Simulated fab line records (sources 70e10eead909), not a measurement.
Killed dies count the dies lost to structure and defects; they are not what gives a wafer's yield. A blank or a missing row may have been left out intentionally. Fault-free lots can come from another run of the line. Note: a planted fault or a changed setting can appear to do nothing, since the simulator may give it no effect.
Matching of chambers	flow nandHarc	NHARC_A_CHANNEL_FILL_D2_ETCHBACK_19 on rieSi-06: 4 sister chambers
The step etches the open film in HBr/Cl2, target depth 5 nm, time 1.7 s. 4 wafers are shown with their chamber, then 9 later ones without.

== EACH WAFER AND ITS CHAMBER ==
wafer	chamber	drypumpMotorCurrentA (A)
L091.3	2	6.1
L089.4	3	6.2
L089.5	0	5.3
L089.6	1	5.3

== WAFERS WHOSE CHAMBER IS MISSING ==
wafer	drypumpMotorCurrentA (A)
L094.2	6.0
L094.4	5.3
L094.6	6.0
L095.3	5.3
L095.5	6.0
L095.6	6.2
L097.2	5.3
L097.3	6.0
L097.5	5.3

== CHAMBER TAKEN BY EACH ==
wafer	from the rows above	in truth
L094.2	can't be placed: 2 or 3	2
L094.4	can't be placed: 0 or 1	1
L094.6	can't be placed: 2 or 3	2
L095.3	can't be placed: 0 or 1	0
L095.5	can't be placed: 2 or 3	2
L095.6	can't be placed: 3 or 2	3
L097.2	can't be placed: 0 or 1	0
L097.3	can't be placed: 2 or 3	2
L097.5	can't be placed: 0 or 1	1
Placed correctly: 0 of 9. From these rows, 9 cannot be placed; in 9 the true chamber is one of the candidates. Placed wrongly: 0.
How it was worked out, from the rows above alone: a wafer's distance from a chamber is the root of the sum, over the readings, of the square of ((its reading less the chamber's mean) divided by the reading's scatter). The wafer belongs to the nearest chamber; if the next one is less than 2 further off, it can't be placed. For every chamber, the mean is computed from those of its wafers that are shown. The scatter (one wafer shown for each chamber): square how far every hidden wafer sits from the nearest shown wafer, average those squares and take the square root.
